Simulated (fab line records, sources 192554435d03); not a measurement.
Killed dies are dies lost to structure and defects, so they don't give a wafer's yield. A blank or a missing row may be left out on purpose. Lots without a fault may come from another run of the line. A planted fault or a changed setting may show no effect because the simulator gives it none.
fab line records | flow n5_finfet
record lots=7 wafers=19 last_day=19
route steps=1938 shown BEOL_M2@872 BEOL_M4@1111 PASSIVATION@1936
lots that met no fault: from a run of the same line without faults
start_h: hours from the record's first day to the start of the lot's first wafer shown | wait_h: hours since the lot's step before | " the same as in the row above | L1.1+2: a row that stands for several wafers | - no value, or no start given | * or withheld: withheld | < > ~ a bound
route shown NAME@n: a module of which the file shows steps, and the number in the route of the first | usual: mean/standard deviation of fault-free wafers | same: alike in all rows | chamber/n: place in a boat | sites: the reading at each site | _std_site: their standard deviation | _edge_site: outer sites' mean less inner sites' | radius_mm: how far each site lies from the wafer's centre | mask NAME#n: copy n | behind: the tool/chamber that last shaped the wafer | hold: why the lot was held/for how many hours/how that ended | device: the transistor (n, p or np) that didn't switch | end of line: the same wafers' tests at the end of the route | a step without rows: its recipe alone | killed: dies lost to structure and defects at the first sort, not the wafer's yield | map: a wafer's dies, x killed, . not, _ none there
set.NAME: the setting as run; set.NAME@STEP: as run at that earlier step | model.NAME: the simulator's own value behind a step, which no gauge read
lots at some steps of the route; a table a step, a row a wafer
services: from which hour (start_h, from the record's first day; less than 0 if before it) a tool's chamber was out of use, for how many hours, and why
## steps
# step N5_BEOL_M2_SOFTBAKE_23
# recipe temp_c=110 time_s=60 resist=CAR-EUV
# step N5_BEOL_M2_EXPOSE_25
# recipe mask_id=V1 na=0.33 source_shape=quasar sigma_inner=0.2 sigma_outer=0.8 polarization=unpolarized defocus_nm=5 dose_mj=63
# step N5_BEOL_M2_PEB_26
# recipe peb_temp_c=100 peb_time_s=60 resist=CAR-EUV
# step N5_BEOL_M2_DEVELOP_27
# recipe develop_time_s=30 developer=TMAH resist=CAR-EUV rinse_liquid=surfactant_rinse dry=air_spin dev_temp_c=23
# step N5_BEOL_M2_CD_MEAS_28
# recipe target_cd_nm=26.2 landing_energy_ev=500 detector=se_inlens target_cd_y_nm=24.1 polarity=opening
# usual cd_nm=26.23/0.26
# columns lot.wafer tool chamber start_h wait_h cd_nm
L563.2 cd_sem-02 0 160.36 - 26.26
L563.5 " 0 " " 26.41
L563.6 " 0 " " 26.62
L567.3 cd_sem-02 0 185.12 - 25.90
L567.4 " 0 " " 26.32
L567.5 " 0 " " 25.95
L569.2 cd_sem-02 0 200.61 - 25.78
L569.3 " 0 " " 25.59
L569.4 " 0 " " 25.91
L572.1 cd_sem-02 0 211.52 - 25.89
L572.4 " 0 " " 26.31
L574.4 cd_sem-03 0 223.97 - 25.84
L574.5 " 0 " " 26.29
L581.2 cd_sem-01 0 278.12 - 26.31
L581.5 " 0 " " 26.51
L581.6 " 0 " " 26.28
L582.2 cd_sem-01 0 285.37 - 26.29
L582.4 " 0 " " 25.85
L582.5 " 0 " " 26.55
# step N5_BEOL_M2_OVL_MEAS_29
# recipe points_per_wafer=522
# usual V1_OVL=-0.1/0.84
# columns lot.wafer tool chamber start_h wait_h V1_OVL[nm]
L563.2 overlay-01 0 160.39 0.0 0.6
L563.5 " 0 " " 0.0
L563.6 " 0 " " 0.1
L567.3 overlay-01 0 185.16 0.0 -0.6
L567.4 " 0 " " -0.6
L567.5 " 0 " " -0.2
L569.2 overlay-02 0 200.64 0.0 -0.6
L569.3 " 0 " " -0.5
L569.4 " 0 " " -0.8
L572.1 overlay-01 0 211.55 0.0 0.4
L572.4 " 0 " " -1.4
L574.4 overlay-01 0 224.01 0.0 0.6
L574.5 " 0 " " 0.1
L581.2 overlay-02 0 278.15 0.0 -0.2
L581.5 " 0 " " -0.3
L581.6 " 0 " " -0.2
L582.2 overlay-01 0 285.40 0.0 1.5
L582.4 " 0 " " 2.0
L582.5 " 0 " " 1.5
# step N5_BEOL_M2_INSPECT_30
# recipe mode=adi inspect_instrument=brightfield
# usual raw_defect_count=459/97
# columns lot.wafer tool chamber start_h wait_h raw_defect_count
L563.2 defect_inspect-01 - 160.45 0.0 332
L563.5 " - " " 499
L563.6 " - " " 652
L567.3 defect_inspect-01 - 185.21 0.0 325
L567.4 " - " " 422
L567.5 " - " " 482
L569.2 defect_inspect-01 - 200.69 0.0 353
L569.3 " - " " 347
L569.4 " - " " 433
L572.1 defect_inspect-02 - 211.61 0.1 426
L572.4 " - " " 363
L574.4 defect_inspect-01 - 224.05 0.0 464
L574.5 " - " " 457
L581.2 defect_inspect-02 - 278.21 0.0 607
L581.5 " - " " 662
L581.6 " - " " 586
L582.2 defect_inspect-02 - 285.46 0.0 468
L582.4 " - " " 368
L582.5 " - " " 501
# step N5_BEOL_M2_DESCUM_33
# recipe chemistry=O2 time_s=7 source_power_w=50 bias_power_w=20 pressure_mtorr=20 rf_frequency_hz=2.712e+07 temp_c=40 resist=CAR-EUV o2_flow_sccm=225
# usual bias_power_w=20.00/0.059 drypump_motor_current_A=5.7/0.45 oes_product_au=0.79/0.094 rf_vpp_V=243.5/1 showerhead_plenum_p_Torr=2.12/0.047 throttle_valve_pct=20.47/0.21
# columns lot.wafer tool chamber start_h wait_h bias_power_w drypump_motor_current_A oes_product_au rf_hours_counter_h rf_vpp_V showerhead_plenum_p_Torr throttle_valve_pct
L563.2 rie_diel-05 0 160.67 0.2 20.03 6.2 0.73 164 243.7 2.11 20.79
L563.5 " 0 " " 19.94 6.3 0.73 - 242.0 2.11 20.78
L563.6 " 3 " " 20.09 5.3 0.90 - 245.8 2.13 20.18
L567.3 rie_diel-02 2 185.24 0.0 19.89 5.8 0.86 46 243.7 2.13 20.38
L567.4 " 1 " " 20.13 5.0 0.70 226 243.8 2.07 20.52
L567.5 " 2 " " 19.99 5.8 0.86 - 243.5 2.13 20.38
L569.2 rie_diel-02 0 200.85 0.2 20.02 5.1 0.70 231 242.0 2.15 20.83
L569.3 " 2 " " 20.03 5.8 0.84 52 244.0 2.13 20.38
L569.4 " 2 " " 20.04 5.8 0.84 - 241.6 2.13 20.39
L572.1 rie_diel-05 3 211.65 0.0 19.95 5.3 0.87 40 244.4 2.12 20.21
L572.4 " 0 " " 19.98 6.2 0.72 180 242.3 2.10 20.82
L574.4 rie_diel-05 0 224.08 0.0 20.04 6.2 0.72 184 243.0 2.10 20.81
L574.5 " 3 " " 19.97 5.3 0.86 - 244.1 2.12 20.22
L581.2 rie_diel-05 0 278.24 0.0 20.02 6.3 0.69 204 241.5 2.09 20.85
L581.5 " 1 " " 20.06 5.4 0.71 - 243.0 2.06 20.68
L581.6 " 0 " " 19.99 6.2 0.69 - 241.6 2.09 20.87
L582.2 rie_diel-02 3 285.49 0.0 19.99 6.4 0.86 58 243.9 2.21 20.31
L582.4 " 3 " " 19.97 6.4 0.86 - 245.2 2.21 20.31
L582.5 " 2 " " 20.01 5.8 0.82 - 243.7 2.12 20.43
# step N5_BEOL_M2_ETCH_77
# recipe chemistry=N2/H2 target=underlayer target_depth_a=65 mask_material=CAR-EUV time_s=5.2 ion_energy_ev=200 pressure_mtorr=30 source_w=840 bias_w=150 n2_flow_sccm=200 h2_flow_sccm=200 ends=cleared
# usual drypump_motor_current_A=5.7/0.44 etch_rf_on_time_s=5.22/0.11 oes_product_au=0.67/0.079 rf_vpp_V=524.8/2 showerhead_plenum_p_Torr=2.57/0.057 throttle_valve_pct=17.85/0.19
# columns lot.wafer tool chamber start_h wait_h drypump_motor_current_A etch_rf_on_time_s oes_product_au rf_hours_counter_h rf_vpp_V showerhead_plenum_p_Torr throttle_valve_pct
L563.2 rie_diel-05 0 160.71 0.0 6.3 5.28 0.60 164 521.3 2.53 17.98
L563.5 " 0 " " 6.2 5.31 0.61 - 525.0 2.53 18.03
L563.6 " 3 " " 5.3 5.09 0.76 - 524.7 2.61 17.83
L567.3 rie_diel-02 2 185.27 0.0 5.8 5.34 0.72 46 522.7 2.58 17.81
L567.4 " 1 " " 5.0 5.45 0.58 226 524.7 2.50 17.91
L567.5 " 2 " " 5.8 5.20 0.72 - 528.2 2.58 17.77
L569.2 rie_diel-02 0 200.89 0.0 5.2 5.27 0.59 231 526.5 2.60 18.13
L569.3 " 2 " " 5.8 5.32 0.72 52 524.2 2.58 17.79
L569.4 " 2 " " 5.8 5.37 0.71 - 524.2 2.58 17.79
L572.1 rie_diel-05 3 211.68 0.0 5.3 4.99 0.75 40 523.5 2.60 17.88
L572.4 " 0 " " 6.2 5.36 0.59 180 522.1 2.52 18.02
L574.4 rie_diel-05 0 224.12 0.0 6.3 5.31 0.60 184 525.4 2.52 18.05
L574.5 " 3 " " 5.3 5.05 0.73 - 526.7 2.60 17.86
L581.2 rie_diel-05 0 278.27 0.0 6.2 5.29 0.59 204 523.3 2.51 18.09
L581.5 " 1 " " 5.4 5.23 0.60 - 522.0 2.52 18.13
L581.6 " 0 " " 6.2 5.29 0.59 - 523.4 2.51 18.09
L582.2 rie_diel-02 3 285.53 0.0 6.3 5.11 0.72 58 528.7 2.67 17.52
L582.4 " 3 " " 6.4 5.16 0.73 - 527.3 2.67 17.53
L582.5 " 2 " " 5.8 5.24 0.68 - 524.5 2.56 17.87
# step N5_BEOL_M2_ETCH_69
# recipe chemistry=CF4 target=SiARC target_depth_a=156 mask_material=CAR-EUV time_s=26 ion_energy_ev=80 pressure_mtorr=40 source_w=545 bias_w=36 Ar_flow_sccm=100 cf4_flow_sccm=100 ends=cleared
# usual drypump_motor_current_A=5.7/0.44 etch_rf_on_time_s=26.1/0.6 oes_product_au=0.67/0.081 rf_vpp_V=184.4/0.89 showerhead_plenum_p_Torr=2.16/0.048 throttle_valve_pct=15.64/0.18
# columns lot.wafer tool chamber start_h wait_h drypump_motor_current_A etch_rf_on_time_s oes_product_au rf_hours_counter_h rf_vpp_V showerhead_plenum_p_Torr throttle_valve_pct
L563.2 rie_diel-05 0 160.72 0.0 6.2 26.2 0.61 164 184.2 2.13 15.78
L563.5 " 0 " " 6.2 26.4 0.62 - 182.6 2.13 15.77
L563.6 " 3 " " 5.3 24.8 0.78 - 184.7 2.17 15.31
L567.3 rie_diel-02 2 185.29 0.0 5.8 26.0 0.72 46 183.9 2.17 15.52
L567.4 " 1 " " 4.9 27.0 0.58 226 184.0 2.11 15.70
L567.5 " 2 " " 5.8 26.0 0.72 - 184.7 2.17 15.51
L569.2 rie_diel-02 0 200.90 0.0 5.2 26.2 0.59 231 185.8 2.20 15.99
L569.3 " 2 " " 5.8 26.2 0.71 52 184.5 2.17 15.53
L569.4 " 2 " " 5.8 26.4 0.71 - 184.9 2.17 15.51
L572.1 rie_diel-05 3 211.70 0.0 5.3 25.2 0.74 40 184.1 2.17 15.36
L572.4 " 0 " " 6.2 26.7 0.60 180 183.5 2.12 15.79
L574.4 rie_diel-05 0 224.14 0.0 6.2 26.3 0.60 184 184.4 2.12 15.81
L574.5 " 3 " " 5.3 24.9 0.74 - 184.2 2.17 15.34
L581.2 rie_diel-05 0 278.29 0.0 6.2 26.6 0.59 204 184.2 2.12 15.84
L581.5 " 1 " " 5.4 26.1 0.61 - 183.5 2.11 15.88
L581.6 " 0 " " 6.2 26.5 0.59 - 183.3 2.12 15.85
L582.2 rie_diel-02 3 285.54 0.0 6.3 25.5 0.73 58 185.1 2.25 15.53
L582.4 " 3 " " 6.3 25.6 0.74 - 185.6 2.25 15.54
L582.5 " 2 " " 5.8 26.1 0.69 - 184.3 2.16 15.58
# step N5_BEOL_M2_ALD_98
# recipe material=SiO2 target_thk_a=25 temp_c=100 ald_precursor_family=BDEAS ald_co_reactant=O2-plasma pulse_time_s=1 co_reactant_pulse_time_s=1 purge_time_s=2 co_reactant_purge_time_s=2 ald_cycles=17 pressure_torr=2
# usual heater_power_outer_w=40.1/2.4 heater_power_w=77/4.1 precursor_pulse_height_rel=1.000/0.019
# same purge_time_s=2
# columns lot.wafer tool chamber start_h wait_h heater_power_outer_w heater_power_w precursor_pulse_height_rel
L563.2 ald_sin-01 2 160.81 0.1 41.0 77 0.986
L563.5 " 1 " " 38.4 73 1.023
L563.6 " 0 " " 41.1 75 0.998
L567.3 ald_sin-01 3 186.45 1.1 40.4 79 1.042
L567.4 " 3 " " 39.6 81 0.981
L567.5 " 2 " " 41.7 76 0.959
L569.2 ald_sin-03 3 200.99 0.1 44.3 82 0.999
L569.3 " 2 " " 36.9 71 0.990
L569.4 " 3 " " 43.2 82 0.993
L572.1 ald_sin-04 0 211.78 0.1 47.2 86 1.004
L572.4 " 2 " " 38.1 76 0.993
L574.4 ald_sin-01 1 224.22 0.1 38.7 74 1.020
L574.5 " 2 " " 41.1 78 1.040
L581.2 ald_sin-01 2 278.37 0.1 43.1 78 1.009
L581.5 " 2 " " 41.9 78 1.021
L581.6 " 3 " " 40.1 82 0.981
L582.2 ald_sin-04 2 285.63 0.1 38.8 77 1.014
L582.4 " 3 " " 38.5 72 0.981
L582.5 " 3 " " 37.7 74 1.007
# step N5_BEOL_M2_ETCHBACK_99
# recipe chemistry=CHF3 target=SiO2 target_depth_a=50 time_s=10.4 source_w=215 bias_w=47 Ar_flow_sccm=200 CHF3_flow_sccm=12 ion_energy_ev=100 pressure_mtorr=30
# usual drypump_motor_current_A=5.7/0.43 oes_product_au=0.77/0.092 rf_vpp_V=239/3.8 showerhead_plenum_p_Torr=2.16/0.041 throttle_valve_pct=17.09/0.19
# columns lot.wafer tool chamber start_h wait_h drypump_motor_current_A oes_product_au rf_hours_counter_h rf_vpp_V showerhead_plenum_p_Torr throttle_valve_pct
L563.2 rie_diel-05 1 178.42 17.6 5.4 0.74 172 239 2.13 17.22
L563.5 " 2 " " 5.5 0.68 - 241 2.14 17.15
L563.6 " 3 " " 5.3 0.89 - 235 2.19 16.82
L567.3 rie_diel-02 2 201.63 15.1 5.8 0.84 52 234 2.18 16.94
L567.4 " 3 " " 6.4 0.92 - 242 2.27 16.84
L567.5 " 2 " " 5.8 0.84 - 234 2.17 16.94
L572.1 rie_diel-02 3 224.43 12.6 6.4 0.89 31 243 2.26 16.85
L572.4 " 0 " " 5.2 0.68 242 238 2.20 17.42
L569.2 rie_diel-02 3 227.55 26.5 6.3 0.89 32 241 2.26 16.86
L569.3 " 1 " " 5.0 0.67 241 238 2.13 17.24
L569.4 " 2 " " 5.8 0.83 59 233 2.17 16.95
L574.4 rie_diel-02 0 231.20 6.9 5.2 0.68 244 237 2.20 17.40
L574.5 " 1 " " 5.0 0.68 - 238 2.13 17.25
L581.2 rie_diel-05 3 287.17 8.7 5.3 0.83 68 236 2.17 16.89
L581.5 " 1 " " 5.4 0.71 - 238 2.11 17.29
L581.6 " 3 " " 5.3 0.83 - 236 2.17 16.89
L582.2 rie_diel-05 0 299.74 14.1 6.2 0.69 213 241 2.12 17.33
L582.4 " 3 " " 5.3 0.83 72 235 2.17 16.90
L582.5 " 0 " " 6.2 0.68 - 240 2.13 17.34
# step N5_BEOL_M2_ETCH_70
# recipe chemistry=N2/H2 target=SOC target_depth_a=800 overetch_a=240 mask_material=SiARC temp_c=40 time_s=130 ion_energy_ev=200 pressure_mtorr=30 source_w=840 bias_w=150 n2_flow_sccm=200 h2_flow_sccm=200
# usual drypump_motor_current_A=5.7/0.43 oes_product_au=0.57/0.061 rf_vpp_V=524.5/1.7 run_length_s=153.3/0.33 showerhead_plenum_p_Torr=2.56/0.052 throttle_valve_pct=17.84/0.18
# columns lot.wafer tool chamber start_h wait_h drypump_motor_current_A oes_product_au rf_hours_counter_h rf_vpp_V run_length_s showerhead_plenum_p_Torr throttle_valve_pct model.SiARC_of_BEOL_M2_COAT_68.thk_nm
L563.2 rie_diel-05 1 178.45 0.0 5.4 0.55 173 523.5 153.4 2.53 18.03 6
L563.5 " 2 " " 5.5 0.51 - 522.2 153.5 2.52 17.81 6.2
L563.6 " 3 " " 5.3 0.64 - 525.1 153.2 2.60 17.78 5.8
L567.3 rie_diel-02 2 201.66 0.0 5.8 0.61 52 525.3 153.4 2.58 17.76 6
L567.4 " 3 " " 6.4 0.67 - 527.4 152.6 2.68 17.42 5.8
L567.5 " 2 " " 5.8 0.62 - 524.9 153.6 2.58 17.75 6
L572.1 rie_diel-02 3 224.46 0.0 6.4 0.62 31 529.2 169.3 2.68 17.43 5
L572.4 " 0 " " 5.2 0.48 242 526.2 169.6 2.60 18.11 5.2
L569.2 rie_diel-02 3 227.59 0.0 6.4 0.66 32 526.9 152.6 2.68 17.42 5.8
L569.3 " 1 " " 4.9 0.51 241 523.2 154.0 2.49 17.90 6
L569.4 " 2 " " 5.8 0.58 59 525.4 169.8 2.57 17.77 5.4
L574.4 rie_diel-02 0 231.24 0.0 5.2 0.47 244 526.5 169.7 2.60 18.13 5.2
L574.5 " 1 " " 5.0 0.51 - 523.4 153.4 2.49 17.90 6
L581.2 rie_diel-05 3 287.21 0.0 5.3 0.60 68 525.0 153.2 2.59 17.85 5.8
L581.5 " 1 " " 5.4 0.52 - 523.9 152.9 2.52 18.07 6
L581.6 " 3 " " 5.3 0.60 - 525.1 153.2 2.59 17.87 5.8
L582.2 rie_diel-05 0 299.78 0.0 6.3 0.51 213 523.2 153.4 2.51 18.04 6
L582.4 " 3 " " 5.3 0.61 72 525.3 153.5 2.59 17.87 5.8
L582.5 " 0 " " 6.3 0.51 - 524.5 153.2 2.51 18.05 6
# step N5_BEOL_M2_STRIP_71
# recipe chemistry=N2/H2 temp_c=40 n2_flow_sccm=200 h2_flow_sccm=200 rf_frequency_hz=6e+07
# step N5_BEOL_M4_RC_MEAS_101
# usual DIBL_N=36.0/1.6 DIBL_P=35.8/2 IOFF_N=0.152/0.03 IOFF_P=0.20/0.031 ION_N=670/12 ION_P=459/7.4 SS_N=71.5/0.56 SS_P=73.2/0.64 VT_N=251/3.5 VT_P=-252/3.3
# columns lot.wafer tool chamber start_h wait_h DIBL_N[mV/V] DIBL_P[mV/V] IOFF_N[nA/um] IOFF_P[nA/um] ION_N[uA/um] ION_P[uA/um] SS_N[mV/dec] SS_P[mV/dec] VT_N[mV] VT_P[mV]
L563.2 prober-01 0 219.36 0.2 36.9 36.5 0.134 0.19 666 458 71.5 73.0 258 -251
L563.5 " 0 " " 37.1 37.2 0.147 0.20 666 459 71.7 73.5 255 -253
L563.6 " 0 " " 35.7 35.8 0.131 0.18 660 456 70.9 72.6 252 -253
L567.3 prober-01 0 246.25 0.3 37.4 37.2 0.158 0.20 676 463 72.6 73.1 250 -253
L567.4 " 0 " " 35.7 35.1 0.136 0.18 684 463 71.2 73.2 250 -253
L567.5 " 0 " " 34.2 34.1 0.114 0.16 658 457 71.5 71.8 257 -256
L569.2 prober-02 0 252.90 0.2 34.8 35.0 0.124 0.17 664 456 71.4 73.1 251 -256
L569.3 " 0 " " 34.8 35.0 0.128 0.16 663 452 70.9 72.8 250 -256
L569.4 " 0 " " 35.9 37.1 0.146 0.19 666 454 72.0 74.0 250 -253
L572.1 prober-02 0 262.11 0.0 35.1 35.8 0.133 0.18 669 455 71.4 72.8 252 -254
L572.4 " 0 " " 37.1 39.3 0.179 0.23 684 470 71.6 72.8 247 -251
L574.4 prober-02 0 284.81 0.5 38.1 37.7 0.174 0.22 679 465 71.8 73.9 251 -250
L574.5 " 0 " " 40.1 39.8 0.233 0.26 684 460 72.2 74.7 246 -249
L581.2 prober-01 0 342.92 0.2 34.5 35.1 0.144 0.21 666 463 71.2 73.4 252 -252
L581.5 " 0 " " 34.5 33.8 0.140 0.19 667 457 71.4 72.7 251 -250
L581.6 " 0 " " 33.8 33.5 0.125 0.19 664 461 71.3 72.7 253 -250
L582.2 prober-02 0 347.50 0.2 35.4 35.4 0.139 0.17 673 456 71.5 73.4 251 -254
L582.4 " 0 " " 36.3 36.9 0.164 0.20 669 458 72.8 73.4 249 -254
L582.5 " 0 " " 34.5 35.0 0.131 0.18 656 457 71.9 72.6 251 -253
# step N5_PASSIVATION_PROBE_49
# usual defect_limited_yield=91.6/1.4 killed_at_M0_to_M3=33/10 killed_at_M4_up=13/5.3 killed_at_contacts=13/5.9 killed_at_front_end=36/12 killed_at_other=4/3.1 killed_dies=99/16 killed_open=65/13 killed_short=32/7.3 sort_bin_5_function=4.9/0.9 sort_bin_6_memory=3.1/0.66 sort_n_pass=1081/17 sort_yield_pct=91.6/1.4
# same gross_dies=1180 killed_at_back_side=0 sort_bin_4_leakage[%]=0 sort_bin_8_speed[%]=0
# columns lot.wafer tool chamber start_h wait_h defect_limited_yield[%] killed_at_M0_to_M3 killed_at_M4_up killed_at_contacts killed_at_front_end killed_at_other killed_dies killed_open killed_short sort_bin_5_function[%] sort_bin_6_memory[%] sort_n_pass sort_yield_pct[%]
L563.2 prober-01 - 331.56 0.1 90.3 46 18 10 36 5 115 76 38 4.7 4.2 1065 90.3
L563.5 prober-01 - 331.71 0.2 90.2 34 14 27 39 2 116 88 27 6.0 3.6 1064 90.2
L563.6 prober-01 - 331.76 0.3 91.7 32 22 10 30 4 98 61 35 4.7 3.0 1082 91.7
L569.2 prober-02 - 353.41 0.1 92.5 37 8 4 37 3 89 63 25 4.8 2.3 1091 92.5
L569.3 prober-02 - 353.46 0.1 92.9 33 10 18 23 0 84 50 32 4.4 2.5 1096 92.9
L569.4 prober-02 - 353.51 0.2 92.6 28 8 21 26 4 87 52 35 4.7 2.3 1093 92.6
L572.1 prober-02 - 365.92 0.0 89.8 26 23 23 45 3 120 78 39 6.1 3.9 1060 89.8
L572.4 prober-02 - 366.07 0.2 88.7 36 18 26 51 2 133 92 22 6.4 3.8 1047 88.7
L574.4 prober-02 - 391.52 0.2 92.0 33 3 18 36 4 94 58 36 4.7 3.1 1086 92.0
L574.5 prober-02 - 391.57 0.2 91.4 31 8 19 39 4 101 57 39 4.7 3.3 1079 91.4
L582.2 prober-01 - 447.81 0.1 91.6 50 12 12 20 5 99 67 28 5.4 2.4 1081 91.6
L582.4 prober-01 - 447.91 0.2 91.7 30 16 29 17 6 98 73 24 4.7 3.5 1082 91.7
L582.5 prober-01 - 447.96 0.2 93.0 29 17 16 17 4 83 68 15 4.3 2.7 1097 93.0
L581.2 prober-01 - 459.11 0.1 92.6 34 11 15 22 5 87 59 27 3.7 3.3 1093 92.6
L581.5 prober-01 - 459.26 0.2 92.8 37 11 9 23 5 85 47 36 3.6 3.2 1095 92.8
L581.6 prober-01 - 459.31 0.3 92.0 19 8 15 49 3 94 64 30 4.9 2.9 1086 92.0
# killed by level:class
L563.2 MOL_CONTACT_COAG:geometric_particle:open=9 BEOL_M2:geometric_particle:open=9 BEOL_M2:geometric_particle:short=8 FIN_SAQP:geometric_particle:open=7 FIN_SAQP:geometric_particle:short=6 BEOL_M1:geometric_particle:open=6 STI_FIN_REVEAL:geometric_particle:open=5 BEOL_M0_SAQP:geometric_particle:short=5
L563.5 MOL_CONTACT_COAG:geometric_particle:open=23 BEOL_M1:geometric_particle:open=11 STI_FIN_REVEAL:geometric_particle:open=10 DUMMY_GATE:geometric_particle:open=10 BEOL_M4:geometric_particle:open=8 BEOL_M2:geometric_particle:open=5 BEOL_M3:geometric_particle:open=5 ILD0:geometric_particle:open=4
L563.6 BEOL_M1:geometric_particle:open=11 STI_FIN_REVEAL:geometric_particle:open=9 MOL_CONTACT_COAG:geometric_particle:open=8 BEOL_M4:geometric_particle:open=7 BEOL_M4:geometric_particle:short=6 DUMMY_GATE:geometric_particle:open=6 BEOL_M0_SAQP:geometric_particle:short=4 BEOL_M3:geometric_particle:short=4
L569.2 BEOL_M0_SAQP:geometric_particle:short=10 FIN_SAQP:geometric_particle:open=9 BEOL_M1:geometric_particle:open=8 STI_FIN_REVEAL:geometric_particle:open=8 DUMMY_GATE:geometric_particle:open=5 BEOL_M2:geometric_particle:open=5 BEOL_M3:geometric_particle:open=5 BEOL_M4:geometric_particle:open=5
L569.3 MOL_CONTACT_COAG:geometric_particle:open=13 BEOL_M0_SAQP:geometric_particle:open=10 BEOL_M0_SAQP:geometric_particle:short=10 FIN_SAQP:geometric_particle:short=5 MOL_CONTACT_COAG:geometric_particle:short=5 STI_FIN_REVEAL:geometric_particle:open=4 FIN_SAQP:geometric_particle:open=3 DUMMY_GATE:geometric_particle:open=3
L569.4 MOL_CONTACT_COAG:geometric_particle:open=15 BEOL_M0_SAQP:geometric_particle:open=9 BEOL_M0_SAQP:geometric_particle:short=8 MOL_CONTACT_COAG:geometric_particle:short=6 FIN_SAQP:geometric_particle:open=5 GATE_CUT:geometric_particle:short=4 FIN_SAQP:geometric_particle:short=3 STI_FIN_REVEAL:geometric_particle:open=3
L572.1 MOL_CONTACT_COAG:geometric_particle:open=17 BEOL_M3:geometric_particle:open=16 BEOL_M4:geometric_particle:open=14 FIN_SAQP:geometric_particle:short=12 DUMMY_GATE:geometric_particle:open=6 GATE_CUT:geometric_particle:short=6 FIN_SAQP:geometric_particle:open=5 STI_FIN_REVEAL:geometric_particle:open=4
L572.4 MOL_CONTACT_COAG:geometric_particle:open=22 BEOL_M3:geometric_particle:open=22 HKMG_FIN:area_etch=13 FIN_SAQP:geometric_particle:open=8 BEOL_M4:geometric_particle:open=7 FIN_SAQP:geometric_particle:short=5 STI_FIN_REVEAL:geometric_particle:open=5 BEOL_M2:geometric_particle:open=4
L574.4 MOL_CONTACT_COAG:geometric_particle:open=12 BEOL_M3:geometric_particle:open=9 GATE_CUT:geometric_particle:short=6 MOL_CONTACT_COAG:geometric_particle:short=6 BEOL_M0_SAQP:geometric_particle:open=6 BEOL_M1:geometric_particle:open=6 FIN_SAQP:geometric_particle:short=5 STI_FIN_REVEAL:geometric_particle:open=5
L574.5 MOL_CONTACT_COAG:geometric_particle:open=13 STI_FIN_REVEAL:geometric_particle:open=11 BEOL_M1:geometric_particle:open=9 BEOL_M0_SAQP:geometric_particle:short=7 FIN_SAQP:geometric_particle:short=6 MOL_CONTACT_COAG:geometric_particle:short=6 BEOL_M0_SAQP:geometric_particle:open=6 BEOL_M3:geometric_particle:short=5
L582.2 MOL_CONTACT_COAG:geometric_particle:open=11 BEOL_M3:geometric_particle:open=11 BEOL_M0_SAQP:geometric_particle:short=9 BEOL_M1:geometric_particle:open=7 BEOL_M2:geometric_particle:open=7 FIN_SAQP:geometric_particle:open=6 BEOL_M0_SAQP:geometric_particle:open=5 GATE_CUT:geometric_particle:short=3
L582.4 MOL_CONTACT_COAG:geometric_particle:open=23 BEOL_M2:geometric_particle:open=10 BEOL_M4:geometric_particle:open=7 MOL_CONTACT_COAG:geometric_particle:short=6 BEOL_M3:geometric_particle:open=6 DUMMY_GATE:geometric_particle:open=5 DUMMY_GATE:geometric_particle:short=4 PASS1_CAP:geometric_particle:open=4
L582.5 MOL_CONTACT_COAG:geometric_particle:open=13 BEOL_M4:geometric_particle:open=10 BEOL_M0_SAQP:geometric_particle:open=8 STI_FIN_REVEAL:geometric_particle:open=6 BEOL_M3:geometric_particle:open=6 BEOL_M0_SAQP:geometric_particle:short=5 BEOL_M5:geometric_particle:open=5 GATE_CUT:geometric_particle:open=3
L581.2 BEOL_M0_SAQP:geometric_particle:open=11 BEOL_M3:geometric_particle:open=11 MOL_CONTACT_COAG:geometric_particle:open=8 STI_FIN_REVEAL:geometric_particle:open=6 MOL_CONTACT_COAG:geometric_particle:short=6 STARTING-WAFER:geometric_particle:short=5 FIN_SAQP:geometric_particle:short=4 BEOL_M1:geometric_particle:open=4
L581.5 BEOL_M0_SAQP:geometric_particle:short=11 MOL_CONTACT_COAG:geometric_particle:open=9 BEOL_M1:geometric_particle:short=7 BEOL_M0_SAQP:geometric_particle:open=6 BEOL_M3:geometric_particle:open=6 STI_FIN_REVEAL:geometric_particle:open=4 GATE_CUT:geometric_particle:short=4 BEOL_M2:geometric_particle:open=4
L581.6 STI_FIN_REVEAL:geometric_particle:open=20 MOL_CONTACT_COAG:geometric_particle:open=9 FIN_SAQP:geometric_particle:short=8 BEOL_M2:geometric_particle:open=7 MOL_CONTACT_COAG:geometric_particle:short=6 BEOL_M3:geometric_particle:open=5 STARTING-WAFER:geometric_particle:open=4 FIN_SAQP:geometric_particle:open=3
## services
# columns tool chamber start_h hours kind
rie_diel-02 0 153.84 5.9 repair
rie_diel-02 1 156.34 5.9 repair
ald_sin-03 0 163.40 1.3 repair
rie_diel-02 0 190.66 4.0 repair
ald_sin-03 1 199.95 19.4 repair
rie_diel-02 2 212.97 7.8 repair
ald_sin-04 - 220.24 6.1 pm
ald_sin-04 0 227.91 13.5 repair
rie_diel-02 0 233.99 1.9 repair
ald_sin-01 0 250.48 10.1 repair
rie_diel-02 0 250.82 - clean
rie_diel-02 0 250.82 - consumable_replace:focus_ring
rie_diel-02 0 250.82 18.0 scheduled_down
rie_diel-02 0 250.82 18.0 vent_cycle
ald_sin-01 - 255.63 2.8 pm
ald_sin-01 - 259.64 1.6 repair
ald_sin-03 - 270.14 14.0 pm
rie_diel-02 2 274.60 2.7 repair
rie_diel-05 2 276.14 - clean
rie_diel-05 2 276.14 - consumable_replace:focus_ring
rie_diel-05 2 276.14 16.3 scheduled_down
rie_diel-05 2 276.14 16.3 vent_cycle
ald_sin-03 1 286.41 4.9 repair
ald_sin-04 - 289.65 2.8 pm
## key
first_sign step=N5_BEOL_M2_ETCH_70 reading=run_length_s direction=up sigmas=50 usual=* struck=*
effect none on later readings
model_effect step=N5_BEOL_M2_ETCH_70 value=SiARC_of_BEOL_M2_COAT_68.thk_nm without=5.9 struck=5.2
met_at N5_BEOL_M2_ETCH_70
struck_wafers L569.4,L572.1,L572.4,L574.4
baseline_loss step=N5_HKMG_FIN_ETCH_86 wafers=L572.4
onset_between 201.66 224.46
fault kind=process_parameter_drift tool=rie_diel-02 chamber=- onset_h=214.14 steps=N5_BEOL_M2_ETCH_70 channel=time_s offset=* shape=step end_h=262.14 scope=struck_wafers_only acts_in=* stated=*
# baseline_loss: these wafers lose ten dies or more at that step, a loss of the line's own and not of a fault; the sort's usual values leave them out
